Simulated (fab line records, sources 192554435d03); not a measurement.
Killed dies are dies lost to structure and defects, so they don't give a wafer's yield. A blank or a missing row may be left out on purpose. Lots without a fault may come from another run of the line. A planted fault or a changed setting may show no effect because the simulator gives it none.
fab line records | flow n5_finfet
record lots=8 wafers=21 last_day=17
route steps=1938 shown GATE_CUT@477 BEOL_M4@1111
lots that met no fault: from a run of the same line without faults
start_h: hours from the record's first day to the start of the lot's first wafer shown | wait_h: hours since the lot's step before | " the same as in the row above | L1.1+2: a row that stands for several wafers | - no value, or no start given | * or withheld: withheld | < > ~ a bound
route shown NAME@n: a module of which the file shows steps, and the number in the route of the first | usual: mean/standard deviation of fault-free wafers | same: alike in all rows | chamber/n: place in a boat | sites: the reading at each site | _std_site: their standard deviation | _edge_site: outer sites' mean less inner sites' | radius_mm: how far each site lies from the wafer's centre | mask NAME#n: copy n | behind: the tool/chamber that last shaped the wafer | hold: why the lot was held/for how many hours/how that ended | device: the transistor (n, p or np) that didn't switch | end of line: the same wafers' tests at the end of the route | a step without rows: its recipe alone | killed: dies lost to structure and defects at the first sort, not the wafer's yield | map: a wafer's dies, x killed, . not, _ none there
set.NAME: the setting as run; set.NAME@STEP: as run at that earlier step | model.NAME: the simulator's own value behind a step, which no gauge read
steps of the route over a sample of lots; a table a step, a row a wafer
services: from which hour (start_h, from the record's first day; less than 0 if before it) a tool's chamber was out of use, for how many hours, and why
## steps
# step N5_GATE_CUT_HM_DEP_46
# recipe material=SiO2 target_thk_a=1300 temp_c=400 precursor=TEOS/O2 pressure_torr=6.5 rf_w=900 teos_flow_sccm=161.4 gas=O2 flow_sccm=2650 time_s=26.6
# usual heater_power_w=518/60 showerhead_plenum_p_Torr=8.34/0.032 susceptor_temp_C=399.94/0.21 throttle_valve_pct=18.2/0.87
# columns lot.wafer tool chamber start_h wait_h heater_power_w showerhead_plenum_p_Torr susceptor_temp_C throttle_valve_pct
L717.1 pecvd-03 2 100.73 0.0 502 8.29 399.95 17.6
L717.2 " 0 " " 566 8.35 400.54 18.8
L717.4 " 2 " " 504 8.31 399.65 17.7
L721.3 pecvd-03 0 125.67 0.0 480 8.32 400.06 19.1
L721.4 " 0 " " 496 8.35 400.03 19.3
L721.6 " 1 " " 538 8.34 400.14 18.4
L726.1 pecvd-03 2 154.42 0.0 521 8.31 - 17.7
L726.3 " 0 " " 603 8.34 400.12 19.0
L729.1 pecvd-03 2 171.44 0.0 527 8.31 - 17.4
L729.6 " 1 " " 498 8.34 399.77 18.1
L730.5 pecvd-03 2 179.78 0.1 503 8.28 - 17.6
L730.6 " 0 " " 546 8.33 400.21 18.9
L732.2 pecvd-02 0 190.54 0.0 610 8.32 399.76 18.8
L732.4 " 0 " " 629 8.33 400.02 18.9
L732.5 " 1 " " 415 8.34 399.87 18.5
L733.2 pecvd-02 2 201.35 0.1 530 8.34 399.94 17.2
L733.4 " 0 " " 646 8.33 399.79 18.6
L733.6 " 2 " " 532 8.33 399.71 17.3
L734.4 pecvd-02 0 209.49 0.1 653 8.35 400.19 18.9
L734.5 " 1 " " 535 8.34 399.37 18.4
L734.6 " 2 " " 416 8.32 399.94 17.3
# step N5_GATE_CUT_ETCH_28
# recipe chemistry=N2/H2 target=underlayer target_depth_a=130 mask_material=CAR-EUV time_s=10.4 ion_energy_ev=200 pressure_mtorr=30 source_w=840 bias_w=150 n2_flow_sccm=200 h2_flow_sccm=200 ends=cleared
# usual drypump_motor_current_A=5.5/0.38 etch_rf_on_time_s=10.44/0.25 n2_flow_sccm=200.0/0.61 oes_product_au=0.66/0.07 rf_vpp_V=524.8/2.2 showerhead_plenum_p_Torr=2.58/0.077 throttle_valve_pct=18.00/0.25
# columns lot.wafer tool chamber start_h wait_h drypump_motor_current_A etch_rf_on_time_s n2_flow_sccm oes_product_au rf_hours_counter_h rf_vpp_V showerhead_plenum_p_Torr throttle_valve_pct
L717.1 rie_diel-04 2 101.35 0.0 5.0 10.75 199.0 0.57 242 526.8 2.60 18.20
L717.2 " 0 " " 5.5 10.31 199.5 0.65 165 527.5 2.65 17.67
L717.4 " 1 " " 5.0 10.96 200.7 0.65 121 527.9 2.65 17.82
L721.3 rie_diel-02 1 126.29 0.0 6.0 10.34 200.1 0.77 30 524.8 2.59 18.11
L721.4 " 1 " " 6.1 10.31 200.2 0.77 - 525.3 2.59 18.14
L721.6 " 2 " " 5.7 10.14 199.5 0.66 - 526.7 2.66 17.88
L726.1 rie_diel-04 3 155.35 0.0 5.4 10.44 199.4 0.58 221 523.6 2.53 18.24
L726.3 " 1 " " 5.0 11.13 199.7 0.64 140 526.1 2.64 17.86
L729.1 rie_diel-04 3 172.31 0.0 5.4 10.49 199.9 0.57 225 521.8 2.53 18.27
L729.6 " 3 " " 5.4 10.54 200.8 0.57 - 523.2 2.53 18.27
L730.5 rie_diel-04 0 180.31 0.0 5.5 10.41 199.5 0.63 - 525.6 2.64 17.71
L730.6 " 3 " " 5.4 10.68 200.1 0.58 - 522.9 2.52 18.25
L732.2 rie_diel-02 1 191.03 0.0 6.0 10.29 200.2 0.75 49 524.7 2.58 18.15
L732.4 " 2 " " 5.7 10.30 201.0 0.64 158 527.8 2.65 17.87
L732.5 " 2 " " 5.7 10.35 200.2 0.65 - 526.5 2.65 17.90
L733.2 rie_diel-05 2 202.24 0.0 5.7 10.53 200.0 0.63 161 520.3 2.43 18.05
L733.4 " 3 " " 5.4 10.51 200.7 0.63 - 520.8 2.42 17.77
L733.6 " 2 " " 5.7 10.53 200.9 0.64 - 522.0 2.43 18.05
L734.4 rie_diel-04 0 209.97 0.0 5.4 10.37 199.0 0.62 200 525.9 2.64 17.71
L734.5 " 2 " " 5.0 10.28 200.2 0.78 - 525.5 2.59 17.84
L734.6 " 1 " " 5.0 11.23 200.4 0.62 - 528.4 2.63 17.89
# step N5_GATE_CUT_HM_OPEN_40
# recipe chemistry=C4F6/O2 target=SiO2 mask_material=SiARC target_depth_a=1390 time_s=85.1 ion_energy_ev=250 pressure_mtorr=30 source_w=345 bias_w=185 Ar_flow_sccm=300 C4F6_flow_sccm=10 O2_flow_sccm=10 ends=cleared
# usual drypump_motor_current_A=5.5/0.38 etch_rf_on_time_s=93.8/2.3 oes_product_au=0.70/0.073 rf_vpp_V=673/15 showerhead_plenum_p_Torr=2.89/0.088 throttle_valve_pct=21.08/0.19
# columns lot.wafer tool chamber start_h wait_h drypump_motor_current_A etch_rf_on_time_s oes_product_au rf_hours_counter_h rf_vpp_V showerhead_plenum_p_Torr throttle_valve_pct
L717.1 rie_diel-04 2 101.48 0.0 5.0 95.1 0.61 242 682 2.93 21.44
L717.2 " 0 " " 5.5 92.6 0.69 165 687 2.97 20.76
L717.4 " 1 " " 5.0 97.4 0.69 121 682 2.97 20.96
L721.3 rie_diel-02 1 126.42 0.0 6.0 91.8 0.81 30 667 2.91 21.30
L721.4 " 1 " " 6.0 92.0 0.82 - 668 2.91 21.29
L721.6 " 2 " " 5.7 91.0 0.69 - 696 2.97 20.94
L726.1 rie_diel-04 3 155.48 0.0 5.4 27.9 0.62 221 676 2.80 21.16
L726.3 " 1 " " 5.0 95.9 0.67 140 681 2.97 21.00
L729.1 rie_diel-04 3 172.44 0.0 5.4 30.0 0.61 225 675 2.80 21.17
L729.6 " 3 " " 5.4 93.6 0.61 - 677 2.80 21.17
L730.5 rie_diel-04 0 180.46 0.0 5.5 29.9 0.67 - 687 2.96 20.79
L730.6 " 3 " " 5.4 93.5 0.61 - 676 2.80 21.16
L732.2 rie_diel-02 1 191.16 0.0 6.1 89.4 0.80 49 667 2.90 21.33
L732.4 " 2 " " 5.8 90.8 0.68 158 695 2.96 21.01
L732.5 " 2 " " 5.7 91.3 0.69 - 695 2.96 20.99
L733.2 rie_diel-05 2 202.37 0.0 5.6 95.8 0.67 161 635 2.70 21.01
L733.4 " 3 " " 5.3 95.8 0.66 - 668 2.75 21.08
L733.6 " 2 " " 5.6 96.7 0.66 - 634 2.70 21.03
L734.4 rie_diel-04 0 210.10 0.0 5.5 96.3 0.66 200 687 2.95 20.78
L734.5 " 2 " " 5.0 93.3 0.83 - 684 2.92 21.13
L734.6 " 1 " " 5.0 102.4 0.66 - 679 2.96 21.04
# step N5_GATE_CUT_ETCH_19
# recipe chemistry=CH3F/O2 target=SiNx mask_material=SiO2 target_depth_a=537 time_s=76.7 pressure_mtorr=30 source_w=395 bias_w=73 Ar_flow_sccm=150 CH3F_flow_sccm=30 O2_flow_sccm=20 ion_energy_ev=120 ends=cleared
# usual drypump_motor_current_A=5.5/0.38 etch_rf_on_time_s=76.9/1.4 oes_product_au=0.66/0.069 rf_vpp_V=301/6.8 showerhead_plenum_p_Torr=2.03/0.064 throttle_valve_pct=16.47/0.18
# columns lot.wafer tool chamber start_h wait_h drypump_motor_current_A etch_rf_on_time_s oes_product_au rf_hours_counter_h rf_vpp_V showerhead_plenum_p_Torr throttle_valve_pct
L717.1 rie_diel-04 2 101.60 0.0 5.0 78.6 0.58 242 305 2.06 16.86
L717.2 " 0 " " 5.5 76.2 0.65 165 306 2.09 16.19
L717.4 " 1 " " 5.0 79.8 0.65 121 303 2.09 16.35
L721.3 rie_diel-02 1 126.54 0.0 6.1 76.0 0.78 30 297 2.05 16.60
L721.4 " 1 " " 6.1 76.0 0.77 - 297 2.05 16.60
L721.6 " 2 " " 5.7 75.6 0.65 - 312 2.09 16.36
L726.1 rie_diel-04 3 155.60 0.0 5.4 76.7 0.59 221 304 1.96 16.64
L726.3 " 1 " " 5.0 80.3 0.64 140 304 2.09 16.40
L729.1 rie_diel-04 3 172.56 0.0 5.4 77.7 0.58 226 302 1.96 16.65
L729.6 " 3 " " 5.4 78.3 0.57 - 303 1.96 16.65
L730.5 rie_diel-04 0 180.59 0.0 5.5 77.1 0.63 - 307 2.08 16.24
L730.6 " 3 " " 5.3 77.4 0.58 - 304 1.96 16.65
L732.2 rie_diel-02 1 191.29 0.0 6.1 75.0 0.76 49 297 2.04 16.64
L732.4 " 2 " " 5.7 75.6 0.64 158 313 2.08 16.39
L732.5 " 2 " " 5.7 74.9 0.64 - 311 2.08 16.38
L733.2 rie_diel-05 2 202.49 0.0 5.6 78.5 0.63 161 286 1.90 16.49
L733.4 " 3 " " 5.3 77.2 0.63 - 299 1.93 16.46
L733.6 " 2 " " 5.7 78.0 0.63 - 285 1.90 16.50
L734.4 rie_diel-04 0 210.22 0.0 5.4 76.8 0.62 200 307 2.08 16.26
L734.5 " 2 " " 5.0 75.3 0.78 - 307 2.05 16.44
L734.6 " 1 " " 5.0 81.8 0.62 - 303 2.08 16.41
# step N5_GATE_CUT_VAPOR_ETCH_48
# recipe chemistry=BCl3/Cl2 target=TiN mode=isotropic
# usual drypump_motor_current_A=5.6/0.35 he_backside_leak_sccm=3.41/0.16 oes_product_au=0.68/0.11
# columns lot.wafer tool chamber start_h wait_h drypump_motor_current_A he_backside_leak_sccm oes_product_au
L717.1 rie_metal-02 1 101.89 0.0 5.6 3.47 0.58
L717.2 " 0 " " 5.4 3.24 0.67
L717.4 " 1 " " 5.7 3.51 0.58
L721.3 rie_metal-03 1 126.84 0.0 5.3 3.41 0.62
L721.4 " 0 " " 6.1 3.44 0.65
L721.6 " 0 " " 6.1 3.41 0.66
L726.1 rie_metal-03 0 155.89 0.0 6.1 3.34 0.66
L726.3 " 1 " " 5.3 3.05 0.61
L729.1 rie_metal-03 0 172.85 0.0 6.1 3.38 0.66
L729.6 " 1 " " 5.3 3.67 0.61
L730.5 rie_metal-02 1 180.86 0.0 5.7 3.45 0.95
L730.6 " 0 " " 5.4 3.53 0.65
L732.2 rie_metal-03 1 191.76 0.1 5.3 3.33 0.60
L732.4 " 1 " " 5.3 3.50 0.60
L732.5 " 1 " " 5.3 3.45 0.61
L733.2 rie_metal-02 1 202.78 0.0 5.7 3.18 0.92
L733.4 " 1 " " 5.7 3.32 0.93
L733.6 " 0 " " 5.4 3.40 0.65
L734.4 rie_metal-03 1 210.52 0.0 5.3 3.46 0.60
L734.5 " 0 " " 6.1 3.53 0.64
L734.6 " 1 " " 5.3 3.67 0.61
# step N5_GATE_CUT_THK_MEAS_24
# recipe reads=SiO2_of_GATE_CUT_HM_DEP_46+SiO2_flowable_of_ILD0_FCVD_FILL_01
# usual GC_FILL_THK=219.8/2.3
# columns lot.wafer tool chamber start_h wait_h GC_FILL_THK[nm]
L717.1 film_metro-02 - 103.94 - 217.2
L717.2 " - " " 218.5
L717.4 " - " " 217.0
L721.3 film_metro-02 - 128.88 - 219.8
L721.4 " - " " 219.5
L721.6 " - " " 221.1
L726.1 film_metro-02 - 157.98 - 129.7
L726.3 " - " " 216.7
L729.1 film_metro-02 - 174.89 - 129.8
L729.6 " - " " 217.2
L730.5 film_metro-02 - 183.99 - 131.5
L730.6 " - " " 219.3
L732.2 film_metro-01 - 193.89 - 218.2
L732.4 " - " " 219.4
L732.5 " - " " 219.7
L733.2 film_metro-02 - 205.52 - 218.7
L733.4 " - " " 221.4
L733.6 " - " " 220.5
L734.4 film_metro-02 - 212.56 - 222.0
L734.5 " - " " 221.1
L734.6 " - " " 222.8
# step N5_BEOL_M4_RC_MEAS_101
# usual DIBL_N=36.1/1.6 DIBL_P=35.7/1.8 IOFF_N=0.159/0.027 IOFF_P=0.21/0.03 ION_N=673/10 ION_P=462/7.4 SS_N=71.4/0.56 SS_P=73.2/0.61 VT_N=249.7/3 VT_P=-250/3.1
# columns lot.wafer tool chamber start_h wait_h DIBL_N[mV/V] DIBL_P[mV/V] IOFF_N[nA/um] IOFF_P[nA/um] ION_N[uA/um] ION_P[uA/um] SS_N[mV/dec] SS_P[mV/dec] VT_N[mV] VT_P[mV]
L717.1 prober-02 0 183.10 0.0 33.5 30.8 0.133 0.20 683 480 70.9 72.1 249.5 -248
L717.2 " 0 " " 35.2 33.0 0.156 0.23 686 476 70.7 72.6 249.5 -246
L717.4 " 0 " " 37.1 34.6 0.187 0.26 677 471 72.3 73.4 245.7 -244
L721.3 prober-01 0 199.57 0.6 38.1 35.7 0.166 0.20 666 453 71.7 73.3 248.8 -252
L721.4 " 0 " " 35.9 33.7 0.131 0.18 671 460 71.0 72.3 252.3 -249
L721.6 " 0 " " 37.8 36.1 0.174 0.21 684 466 72.0 73.2 247.9 -250
L726.1 prober-01 0 237.41 0.0 38.7 37.3 0.185 0.24 683 466 71.8 73.4 248.5 -250
L726.3 " 0 " " 36.6 34.5 0.151 0.19 654 450 71.3 73.6 253.6 -251
L729.1 prober-01 0 255.28 0.0 39.8 39.4 0.213 0.26 686 463 72.4 75.0 248.3 -249
L729.6 " 0 " " 38.0 36.1 0.174 0.19 683 456 71.9 73.5 248.9 -253
L730.5 prober-02 0 256.21 0.6 35.4 35.9 0.151 0.22 681 466 71.7 73.7 250.4 -246
L730.6 " 0 " " 37.2 38.5 0.198 0.26 694 471 71.3 72.9 244.0 -246
L732.2 prober-01 0 281.48 0.2 35.4 35.2 0.131 0.18 675 462 70.7 72.7 249.4 -251
L732.4 " 0 " " 38.7 38.5 0.195 0.23 679 463 71.5 74.0 246.7 -249
L732.5 " 0 " " 39.3 38.7 0.200 0.23 686 466 71.9 74.1 248.2 -246
L733.2 prober-02 0 282.93 0.2 37.5 34.8 0.156 0.19 660 450 71.6 73.1 251.8 -251
L733.4 " 0 " " 34.7 31.6 0.118 0.15 643 447 71.4 72.4 254.1 -255
L733.6 " 0 " " 36.6 34.2 0.154 0.19 677 460 70.9 73.1 250.6 -256
L734.4 prober-01 0 305.14 0.5 34.9 34.5 0.122 0.17 666 455 71.1 73.3 253.6 -252
L734.5 " 0 " " 35.7 36.9 0.148 0.21 683 467 70.8 73.6 250.6 -250
L734.6 " 0 " " 36.4 37.7 0.163 0.21 683 465 71.6 73.8 250.1 -251
## services
# columns tool chamber start_h hours kind
rie_diel-04 - 95.90 0.4 repair
rie_diel-02 3 117.94 - clean
rie_diel-02 3 117.94 - consumable_replace:focus_ring
rie_diel-02 3 117.94 - consumable_replace:showerhead
rie_diel-02 3 117.94 14.9 scheduled_down
rie_diel-02 3 117.94 14.9 vent_cycle
rie_diel-05 2 128.71 1.6 repair
rie_metal-03 - 128.72 0.1 repair
rie_diel-04 2 130.35 - clean
rie_diel-04 2 130.35 - consumable_replace:focus_ring
rie_diel-04 2 130.35 22.3 scheduled_down
rie_diel-04 2 130.35 22.3 vent_cycle
pecvd-02 1 130.79 30.3 repair
rie_diel-05 - 139.60 0.4 repair
pecvd-02 - 139.70 0.8 repair
pecvd-03 - 146.85 5.5 pm
pecvd-03 - 161.70 1.3 repair
rie_metal-03 1 166.29 4.0 repair
rie_diel-02 - 180.09 1.3 repair
rie_diel-05 0 181.45 - clean
pecvd-03 2 202.38 - clean
pecvd-03 2 202.38 - consumable_replace:showerhead
pecvd-03 2 202.38 29.0 scheduled_down
pecvd-03 2 202.38 29.0 vent_cycle
## key
first_sign step=N5_GATE_CUT_HM_OPEN_40 reading=etch_rf_on_time_s direction=down sigmas=28 usual=* struck=*
effect step=N5_GATE_CUT_THK_MEAS_24 reading=GC_FILL_THK direction=down sigmas=39 usual=219.8 struck=130.3
met_at N5_GATE_CUT_HM_DEP_46
struck_lots L726,L729,L730
struck_wafers L726.1,L729.1,L730.5
not_acting_at N5_GATE_CUT_ETCH_28,N5_GATE_CUT_ETCH_19,N5_GATE_CUT_VAPOR_ETCH_48
onset_between 125.67 154.42
fault kind=process_parameter_drift tool=pecvd-03 chamber=- onset_h=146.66 steps=N5_GATE_CUT_HM_DEP_46 channel=time_s offset=* shape=step end_h=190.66 scope=struck_wafers_only acts_in=* stated=*
